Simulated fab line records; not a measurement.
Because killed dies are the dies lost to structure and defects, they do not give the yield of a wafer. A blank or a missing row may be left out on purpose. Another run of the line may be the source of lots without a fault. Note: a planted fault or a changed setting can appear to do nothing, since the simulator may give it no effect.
fab line records	flow nand-harc	part 1 of 2: steps 1 to 4 of 6
record lots=24	wafers=72	last-day=33
route steps=1302 shown A_STAIRCASE@836
lots with no fault: from the same line, run without faults
start-h: the number of hours between the record's first day and the start of the first shown wafer of the lot	wait-h: hours elapsed since this lot's preceding step	" unchanged from the row above	L1.1+2: a single row standing in for several wafers	- either no value or no given start	* or withheld: withheld	< > ~ a bound
route shown NAME@n: names a module that has steps shown in the file, with the first one's number in the route	usual: mean/standard deviation taken from wafers without a fault	same: alike in all rows	chamber/n: place in a boat	sites: each site's reading	_std_site: the values' standard deviation	_edge_site: outer sites' mean less inner sites'	radius-mm: for every site, how far away it sits from the centre of the wafer	mask NAME#n: copy n	behind: the last tool/chamber to shape the wafer	hold: why the lot was held/for how many hours/how that ended	device: whichever transistor did not switch (one of n, p or np)	end of line: the tests these same wafers got at the end of their route	for a step that has no rows: nothing shown but its recipe	killed: not the wafer's yield, but the dies lost to structure and defects at the first sort	map: a wafer's dies, marking killed ones x, the rest . and places with no die _
set.NAME: the setting as run; set.NAME@STEP: as run at that earlier step	model.NAME: the simulator's own value behind a step, which no gauge read
route steps across a sampled set of lots; one table per step, one row per wafer
services: a tool's chamber out of use, with start hour (start-h, from the record's first day; less than 0 if before it), hours out, and reason
## steps
# step NHARC_A_STAIRCASE_STRIP_316
# recipe o2-flow-sccm=500	ar-flow-sccm=0	bias-w=0	chemistry=O2
# usual drypump-motor-current-A=5.7/0.56	oes-product-au=1.003/0.0064	rf-vpp-V=57.5/0.9	showerhead-plenum-p-Torr=3.45/0.16	throttle-valve-pct=17.036/0.0097
lot.wafer	tool	chamber	start-h	wait-h	drypump-motor-current-A	oes-product-au	rf-hours-counter-h	rf-vpp-V	showerhead-plenum-p-Torr	throttle-valve-pct
L074.2	rie-diel-04	2	-	-	6.1	1.006	3	56.0	3.37	17.035
L074.6	"	1	"	"	4.9	1.012	-	59.0	3.41	17.022
L074.4	"	0	"	"	5.5	1.011	-	56.8	3.30	17.037
L076.1	rie-diel-07	1	-	-	5.4	0.999	33	58.7	3.62	17.043
L076.2	"	2	"	"	6.2	1.002	33	55.9	3.29	17.027
L076.3	"	3	"	"	5.9	1.006	31	57.6	3.37	17.034
L075.1	rie-diel-06	2	-	-	6.3	1.012	21	58.9	3.63	17.020
L075.6	"	1	"	"	5.9	1.016	-	58.7	3.80	17.038
L075.5	"	2	"	"	6.3	1.011	-	57.7	3.63	17.024
L077.4	rie-diel-06	2	-	-	6.4	1.001	29	57.9	3.62	17.033
L077.3	"	3	"	"	6.7	1.009	32	58.0	3.44	17.025
L077.2	"	0	"	"	4.8	1.001	31	57.5	3.36	17.034
L078.1	rie-diel-07	1	-	-	5.4	1.001	43	57.4	3.62	17.046
L078.2	"	0	"	"	6.5	1.010	43	56.8	3.30	17.056
L078.6	"	0	"	"	6.4	1.001	-	57.3	3.30	17.027
L079.1	rie-diel-04	1	-	-	4.9	0.993	22	57.1	3.40	17.033
L079.2	"	0	"	"	5.5	0.998	21	58.1	3.30	17.046
L079.6	"	1	"	"	4.9	0.999	-	57.2	3.40	17.046
L080.1	rie-diel-04	1	-	-	4.9	1.006	23	57.5	3.40	17.023
L080.2	"	2	"	"	6.0	1.002	24	58.1	3.36	17.049
L080.4	"	3	"	"	5.4	1.001	6	58.6	3.46	17.031
L081.1	rie-diel-04	0	-	-	5.4	1.010	26	56.7	3.29	17.042
L081.6	"	2	"	"	6.0	1.003	-	55.7	3.35	17.052
L081.5	"	3	"	"	5.4	1.003	-	56.2	3.46	17.008
L082.4	rie-diel-04	1	-	-	4.9	1.006	34	57.3	3.39	17.036
L082.1	"	3	"	"	5.4	1.009	15	57.1	3.45	17.028
L082.5	"	0	"	"	5.4	1.003	-	56.6	3.29	17.050
L085.4	rie-diel-07	2	-	-	6.3	0.999	7	58.1	3.80	17.031
L085.1	"	3	"	"	5.8	0.999	7	56.5	3.36	17.038
L085.6	"	2	"	"	6.3	1.001	-	59.6	3.80	17.042
L084.2	rie-diel-07	0	-	-	6.5	1.008	5	57.9	3.29	17.039
L084.1	"	1	"	"	5.4	1.000	5	59.1	3.61	17.048
L084.6	"	3	"	"	5.9	1.003	-	59.4	3.36	17.054
L083.2	rie-diel-04	2	-	-	6.0	1.001	45	57.3	3.34	17.019
L083.3	"	1	"	"	4.8	1.009	46	56.3	3.39	17.057
L083.4	"	0	"	"	5.4	0.988	-	57.0	3.28	17.029
L086.4	rie-diel-07	2	-	-	6.2	0.993	8	60.0	3.80	17.042
L086.2	"	3	"	"	5.8	1.001	9	56.9	3.36	17.035
L086.6	"	1	"	"	5.4	0.997	-	56.8	3.61	17.028
L087.2	rie-diel-04	0	-	-	5.4	1.001	50	57.9	3.28	17.023
L087.1	"	1	"	"	4.9	0.996	53	57.8	3.38	17.042
L087.3	"	2	"	"	6.1	1.009	53	57.2	3.34	17.031
L089.3	rie-diel-04	0	-	-	5.4	1.004	51	57.1	3.28	17.031
L089.4	"	2	"	"	6.0	0.994	55	57.3	3.34	17.025
L089.6	"	3	"	"	5.4	1.015	-	56.7	3.45	17.008
L088.4	rie-diel-06	3	-	-	6.7	1.011	4	57.0	3.42	17.053
L088.5	"	3	"	"	6.7	1.004	-	56.9	3.42	17.033
L088.6	"	0	"	"	4.8	1.007	-	57.1	3.33	17.038
L090.2	rie-diel-07	2	-	-	6.2	1.003	31	59.0	3.79	17.047
L090.3	"	3	"	"	5.9	1.002	28	56.9	3.35	17.035
L090.6	"	2	"	"	6.3	1.008	-	58.2	3.79	17.033
L091.1	rie-diel-04	3	-	-	5.4	0.991	2	57.6	3.44	17.045
L091.4	"	1	"	"	4.9	1.001	1	58.0	3.38	17.040
L091.5	"	2	"	"	6.0	1.003	-	57.7	3.34	17.024
L092.4	rie-diel-07	2	-	-	6.2	0.995	36	57.5	3.79	17.019
L092.3	"	3	"	"	5.9	1.008	33	57.2	3.34	17.038
L092.2	"	1	"	"	5.4	0.996	30	57.0	3.59	17.038
L093.2	rie-diel-06	1	-	-	6.0	1.012	29	57.5	3.76	17.054
L093.4	"	2	"	"	6.3	1.011	29	59.5	3.59	17.052
L093.6	"	0	"	"	4.8	1.018	-	55.5	3.33	17.048
L094.1	rie-diel-06	2	-	-	6.3	1.003	29	57.7	3.59	17.044
L094.6	"	0	"	"	4.8	1.002	-	57.7	3.33	17.035
L094.5	"	1	"	"	6.0	1.005	-	58.4	3.76	17.042
L095.1	rie-diel-04	2	-	-	6.0	1.006	14	57.9	3.33	17.041
L095.4	"	1	"	"	4.9	0.990	15	57.6	3.37	17.026
L095.6	"	3	"	"	5.4	0.988	-	57.2	3.43	17.028
L096.1	rie-diel-04	1	-	-	4.9	1.000	20	57.7	3.37	17.048
L096.5	"	2	"	"	6.0	0.992	-	56.4	3.33	17.028
L096.6	"	3	"	"	5.4	0.997	-	56.3	3.43	17.035
L097.2	rie-diel-04	2	-	-	6.1	0.997	22	58.7	3.33	17.025
L097.4	"	1	"	"	4.9	1.008	22	56.8	3.37	17.035
L097.6	"	2	"	"	6.1	0.999	-	56.7	3.33	17.034
# step NHARC_A_STAIRCASE_DEP_151
# recipe target-thk-a=72000	temp-c=400	target-thk-nm=7200	teos-flow-sccm=200	rf-w=500	material=SiO2
# usual heater-power-w=646/80
lot.wafer	tool	chamber	start-h	wait-h	heater-power-w
L074.2	pecvd-03	0	414.49	0.5	648
L074.6	"	0	"	"	574
L074.4	"	1	"	"	546
L075.1	pecvd-04	0	414.59	0.6	748
L075.5	"	1	"	"	598
L075.6	"	0	"	"	685
L076.2	pecvd-03	1	420.11	0.4	639
L076.3	"	2	"	"	737
L076.1	"	0	"	"	686
L077.2	pecvd-02	1	429.88	0.4	639
L077.3	"	0	"	"	548
L077.4	"	2	"	"	589
L078.1	pecvd-04	1	449.83	0.4	676
L078.2	"	2	"	"	685
L078.6	"	2	"	"	561
L079.2	pecvd-03	2	449.83	0.4	741
L079.1	"	0	"	"	658
L079.6	"	0	"	"	575
L080.1	pecvd-02	1	456.14	0.4	665
L080.2	"	2	"	"	718
L080.4	"	2	"	"	584
L081.1	pecvd-04	1	467.21	0.5	739
L081.5	"	0	"	"	743
L081.6	"	1	"	"	578
L082.1	pecvd-02	2	484.81	0.5	609
L082.4	"	2	"	"	581
L082.5	"	0	"	"	504
L084.1	pecvd-04	0	506.85	0.4	847
L084.2	"	1	"	"	626
L084.6	"	2	"	"	581
L085.1	pecvd-03	2	506.95	0.5	743
L085.4	"	2	"	"	657
L085.6	"	0	"	"	588
L083.2	pecvd-02	1	509.67	0.4	698
L083.3	"	0	"	"	626
L083.4	"	2	"	"	569
L086.2	pecvd-04	2	509.77	0.5	597
L086.4	"	1	"	"	598
L086.6	"	0	"	"	724
L089.3	pecvd-03	0	540.05	0.4	735
L089.6	"	0	"	"	568
L089.4	"	2	"	"	635
L087.3	pecvd-04	0	540.05	0.4	803
L087.1	"	1	"	"	685
L087.2	"	2	"	"	655
L088.6	pecvd-02	2	554.89	0.7	580
L088.5	"	0	"	"	525
L088.4	"	1	"	"	657
L090.3	pecvd-03	0	565.92	0.4	676
L090.2	"	1	"	"	727
L090.6	"	0	"	"	569
L092.2	pecvd-02	0	576.55	0.4	615
L092.3	"	1	"	"	784
L092.4	"	0	"	"	524
L091.1	pecvd-04	2	576.64	0.5	584
L091.5	"	1	"	"	583
L091.4	"	2	"	"	571
L094.1	pecvd-03	0	594.95	0.5	612
L094.6	"	0	"	"	563
L094.5	"	1	"	"	586
L093.2	pecvd-04	0	595.05	0.6	872
L093.6	"	2	"	"	570
L093.4	"	0	"	"	743
L095.1	pecvd-03	2	603.73	0.4	723
L095.4	"	2	"	"	618
L095.6	"	0	"	"	588
L096.1	pecvd-02	1	619.18	0.5	709
L096.6	"	0	"	"	480
L096.5	"	1	"	"	598
L097.2	pecvd-04	1	627.96	0.5	668
L097.4	"	1	"	"	575
L097.6	"	2	"	"	578
# step NHARC_A_STAIRCASE_STRIP_446
# recipe power-w=1500	temp-c=250	chemistry=O2
# usual drypump-motor-current-A=5.4/0.38	heater-power-w=316/21	temp-c=250.01/0.18
lot.wafer	tool	chamber	start-h	wait-h	drypump-motor-current-A	heater-power-w	rf-hours-counter-h	temp-c
L074.2	plasma-asher-01	1	444.68	0.1	5.8	302	18	250.14
L074.4	"	0	"	"	4.8	293	-	249.88
L074.6	"	0	"	"	4.8	287	-	250.27
L075.1	plasma-asher-02	1	445.49	0.1	5.5	331	27	250.07
L075.6	"	0	"	"	5.6	353	-	250.11
L075.5	"	1	"	"	5.5	342	-	249.98
L076.2	plasma-asher-01	0	449.00	0.0	4.8	299	19	249.63
L076.1	"	1	"	"	5.8	304	19	249.78
L076.3	"	0	"	"	4.8	301	-	249.99
L077.2	plasma-asher-02	1	459.98	0.1	5.5	352	30	249.45
L077.3	"	0	"	"	5.6	358	-	250.00
L077.4	"	1	"	"	5.5	343	-	249.88
L078.2	plasma-asher-01	1	484.86	0.0	5.8	308	26	249.84
L078.1	"	0	"	"	4.8	290	26	250.27
L078.6	"	1	"	"	5.8	315	-	250.09
L080.1	plasma-asher-01	1	485.28	0.0	5.8	307	26	250.27
L080.2	"	0	"	"	4.8	290	26	249.98
L080.4	"	1	"	"	5.9	302	-	250.03
L079.1	plasma-asher-01	1	485.76	0.0	5.9	314	26	250.19
L079.2	"	0	"	"	4.8	289	26	249.76
L079.6	"	1	"	"	5.9	305	-	250.06
L081.1	plasma-asher-01	1	516.20	0.1	5.8	306	34	249.92
L081.5	"	0	"	"	4.8	296	-	250.01
L081.6	"	1	"	"	5.9	300	-	249.84
L082.1	plasma-asher-02	0	526.32	1.4	5.6	322	6	250.15
L082.4	"	1	"	"	5.5	347	-	249.93
L082.5	"	0	"	"	5.6	316	-	249.83
L086.2	plasma-asher-02	1	534.26	0.1	5.5	345	8	249.94
L086.4	"	1	"	"	5.5	340	-	249.86
L086.6	"	0	"	"	5.6	319	-	250.24
L085.1	plasma-asher-02	0	535.19	0.1	5.6	332	8	250.12
L085.4	"	1	"	"	5.5	353	-	249.97
L085.6	"	1	"	"	5.5	334	-	249.77
L084.2	plasma-asher-02	1	537.04	0.0	5.5	348	8	249.82
L084.1	"	0	"	"	5.6	327	8	250.02
L084.6	"	1	"	"	5.5	340	-	250.17
L083.2	plasma-asher-02	1	539.08	0.1	5.5	339	8	250.09
L083.4	"	0	"	"	5.6	317	-	250.18
L083.3	"	1	"	"	5.5	342	-	250.16
L087.1	plasma-asher-01	0	568.32	0.1	4.8	285	9	249.89
L087.2	"	1	"	"	5.8	311	9	250.21
L087.3	"	1	"	"	5.8	298	-	250.05
L089.4	plasma-asher-01	0	568.69	0.3	4.8	290	-	249.93
L089.3	"	1	"	"	5.8	302	-	249.89
L089.6	"	0	"	"	4.8	290	-	250.11
L088.4	plasma-asher-02	0	586.90	0.4	5.6	319	-	250.16
L088.5	"	1	"	"	5.5	339	-	250.06
L088.6	"	0	"	"	5.6	322	-	250.26
L090.2	plasma-asher-02	1	601.15	0.0	5.5	343	25	250.19
L090.3	"	1	"	"	5.5	346	-	250.18
L090.6	"	1	"	"	5.5	345	-	250.21
L092.2	plasma-asher-02	0	613.22	0.0	5.6	319	26	250.20
L092.4	"	0	"	"	5.6	322	-	249.98
L092.3	"	1	"	"	5.5	336	-	249.97
L091.1	plasma-asher-01	1	613.48	0.1	5.8	311	14	250.29
L091.4	"	1	"	"	5.8	300	-	250.05
L091.5	"	0	"	"	4.8	281	-	250.17
L093.2	plasma-asher-02	0	623.33	0.0	5.6	321	28	249.97
L093.4	"	0	"	"	5.6	321	-	249.99
L093.6	"	0	"	"	5.6	320	-	249.88
L094.1	plasma-asher-01	0	623.55	0.0	4.8	293	18	249.85
L094.6	"	0	"	"	4.8	284	-	249.87
L094.5	"	1	"	"	5.8	303	-	250.05
L095.1	plasma-asher-02	0	633.91	0.1	5.6	318	30	249.73
L095.4	"	1	"	"	5.5	334	-	250.16
L095.6	"	1	"	"	5.5	345	-	250.14
L096.1	plasma-asher-01	0	653.91	0.0	4.8	286	25	249.91
L096.5	"	0	"	"	4.8	294	-	249.90
L096.6	"	1	"	"	5.8	297	-	250.24
L097.2	plasma-asher-01	0	662.66	0.2	4.8	293	27	250.09
L097.4	"	1	"	"	5.8	309	-	249.71
L097.6	"	1	"	"	5.8	308	-	250.07
# step NHARC_A_STAIRCASE_ETCHBACK_157
# recipe target-depth-a=900	over-etch-frac=0.3	time-s=167.14	ion-energy-ev=120	ch3f-flow-sccm=50	o2-flow-sccm=30	ar-flow-sccm=200	rf-w=500	bias-w=100	chemistry=CH3F/O2
# usual ch3f-flow-sccm=50.01/0.15	drypump-motor-current-A=5.8/0.59	oes-product-au=0.98/0.033	rf-vpp-V=244.0/1.8	showerhead-plenum-p-Torr=2.43/0.13	throttle-valve-pct=20.663/0.0092
lot.wafer	tool	chamber	start-h	wait-h	ch3f-flow-sccm	drypump-motor-current-A	oes-product-au	rf-hours-counter-h	rf-vpp-V	showerhead-plenum-p-Torr	throttle-valve-pct
L074.4	rie-diel-04	3	446.32	0.2	50.10	5.4	1.00	8	243.9	2.41	20.661
L074.2	"	2	"	"	50.10	6.0	1.00	28	242.6	2.33	20.672
L074.6	"	3	"	"	50.08	5.4	1.00	-	242.9	2.41	20.652
L075.1	rie-diel-07	1	447.21	0.2	49.87	5.4	1.00	49	245.4	2.52	20.651
L075.5	"	1	"	"	49.66	5.4	1.00	-	243.8	2.52	20.679
L075.6	"	2	"	"	49.88	6.2	1.01	-	242.9	2.28	20.655
L076.1	rie-diel-07	2	450.69	0.1	49.98	6.2	0.93	52	242.6	2.28	20.684
L076.2	"	1	"	"	49.94	5.4	0.92	50	244.1	2.52	20.668
L076.3	"	1	"	"	49.96	5.3	0.91	-	244.4	2.52	20.665
L077.4	rie-diel-06	2	461.62	0.1	49.98	6.3	0.99	42	246.3	2.52	20.672
L077.3	"	3	"	"	49.97	6.7	1.00	46	245.0	2.39	20.665
L077.2	"	0	"	"	49.55	4.8	0.99	44	242.8	2.33	20.659
L078.2	rie-diel-07	0	486.57	0.2	49.89	6.4	0.99	4	243.0	2.29	20.652
L078.1	"	1	"	"	50.02	5.3	1.00	3	246.3	2.52	20.650
L078.6	"	1	"	"	49.98	5.3	1.00	-	245.5	2.52	20.668
L080.2	rie-diel-07	3	487.00	0.2	50.26	5.8	1.01	6	243.2	2.33	20.681
L080.4	"	1	"	"	49.82	5.4	1.01	3	244.3	2.52	20.662
L080.1	"	2	"	"	49.93	6.2	1.00	6	247.5	2.66	20.659
L079.1	rie-diel-07	2	487.56	0.2	50.41	6.2	0.99	6	245.3	2.66	20.658
L079.2	"	0	"	"	49.81	6.5	1.00	4	243.1	2.29	20.670
L079.6	"	2	"	"	49.90	6.2	1.00	-	247.0	2.66	20.652
L081.1	rie-diel-04	2	517.86	0.2	50.03	6.0	0.94	51	242.1	2.32	20.674
L081.5	"	2	"	"	50.17	6.0	0.95	-	242.6	2.32	20.662
L081.6	"	3	"	"	50.04	5.5	0.95	-	243.3	2.40	20.662
L082.1	rie-diel-04	1	528.07	0.2	49.97	4.9	0.93	55	242.7	2.35	20.660
L082.4	"	2	"	"	50.16	6.0	0.93	55	244.0	2.32	20.672
L082.5	"	0	"	"	49.88	5.4	0.92	-	242.2	2.28	20.666
L086.4	rie-diel-07	2	535.95	0.2	50.06	6.2	0.98	26	246.5	2.65	20.658
L086.2	"	3	"	"	50.05	5.9	0.97	23	242.3	2.33	20.639
L086.6	"	0	"	"	50.32	6.4	0.95	-	242.5	2.28	20.656
L085.1	rie-diel-06	2	536.93	0.2	50.05	6.3	1.00	17	246.0	2.51	20.676
L085.4	"	3	"	"	49.97	6.7	1.00	6	244.4	2.38	20.667
L085.6	"	0	"	"	49.80	4.8	1.00	-	241.7	2.32	20.666
L084.1	rie-diel-06	0	538.79	0.2	50.21	4.8	0.93	20	241.9	2.32	20.658
L084.2	"	1	"	"	49.92	6.0	0.94	19	246.8	2.63	20.649
L084.6	"	0	"	"	49.92	4.8	0.93	-	241.5	2.32	20.647
L083.4	rie-diel-06	2	540.76	0.2	49.87	6.3	1.01	18	244.7	2.51	20.663
L083.3	"	3	"	"	50.04	6.7	1.00	7	242.6	2.38	20.661
L083.2	"	1	"	"	50.13	5.9	1.01	19	246.1	2.63	20.671
L087.1	rie-diel-06	1	570.03	0.1	49.99	5.9	0.92	26	247.4	2.63	20.673
L087.2	"	2	"	"	50.00	6.3	0.93	26	245.8	2.51	20.673
L087.3	"	3	"	"	50.04	6.7	0.93	14	242.7	2.38	20.670
L089.3	rie-diel-07	2	570.29	0.1	49.81	6.2	0.96	40	245.9	2.64	20.674
L089.4	"	0	"	"	50.19	6.4	0.96	-	241.8	2.28	20.671
L089.6	"	1	"	"	50.27	5.4	0.97	-	245.0	2.50	20.663
L088.4	rie-diel-04	3	588.49	0.2	49.89	5.4	1.00	12	243.1	2.39	20.658
L088.5	"	1	"	"	49.99	4.9	1.00	-	243.8	2.35	20.670
L088.6	"	2	"	"	49.96	6.0	1.00	-	242.0	2.32	20.676
L090.3	rie-diel-06	3	602.84	0.2	50.12	6.7	0.99	24	242.9	2.38	20.662
L090.2	"	2	"	"	50.23	6.3	0.99	36	246.3	2.50	20.663
L090.6	"	0	"	"	50.06	4.8	1.00	-	241.9	2.31	20.657
L092.4	rie-diel-06	2	614.91	0.1	50.21	6.3	1.01	42	245.8	2.50	20.674
L092.2	"	3	"	"	49.81	6.7	1.00	28	242.8	2.37	20.644
L092.3	"	1	"	"	50.18	5.9	1.00	41	247.2	2.62	20.646
L091.1	rie-diel-06	1	615.16	0.2	50.05	5.9	0.93	41	245.1	2.62	20.665
L091.4	"	2	"	"	49.94	6.3	0.93	42	244.4	2.50	20.655
L091.5	"	2	"	"	49.96	6.3	0.93	-	243.8	2.50	20.673
L093.4	rie-diel-04	1	625.03	0.1	50.18	4.8	0.99	27	242.6	2.34	20.647
L093.2	"	2	"	"	50.13	6.0	1.00	26	243.2	2.31	20.649
L093.6	"	2	"	"	50.01	6.0	0.99	-	241.6	2.31	20.667
L094.1	rie-diel-04	1	625.29	0.2	50.15	4.9	0.92	27	243.6	2.34	20.680
L094.6	"	2	"	"	49.82	6.0	0.93	-	243.3	2.31	20.665
L094.5	"	3	"	"	50.24	5.4	0.92	-	245.6	2.39	20.671
L095.1	rie-diel-04	2	635.59	0.2	50.11	6.0	1.01	31	242.5	2.31	20.660
L095.4	"	3	"	"	50.20	5.4	1.00	32	244.7	2.38	20.658
L095.6	"	0	"	"	49.76	5.4	1.00	-	247.9	2.65	20.664
L096.1	rie-diel-06	2	656.16	0.6	49.89	6.3	1.01	57	244.3	2.49	20.663
L096.6	"	2	"	"	49.81	6.3	1.01	-	245.4	2.49	20.661
L096.5	"	3	"	"	50.00	6.7	1.01	-	243.1	2.37	20.646
L097.4	rie-diel-07	3	664.36	0.1	49.92	5.8	1.01	3	242.1	2.31	20.673
L097.2	"	0	"	"	50.15	6.4	1.00	2	246.6	2.66	20.660
L097.6	"	3	"	"	49.92	5.8	1.01	-	241.0	2.31	20.661
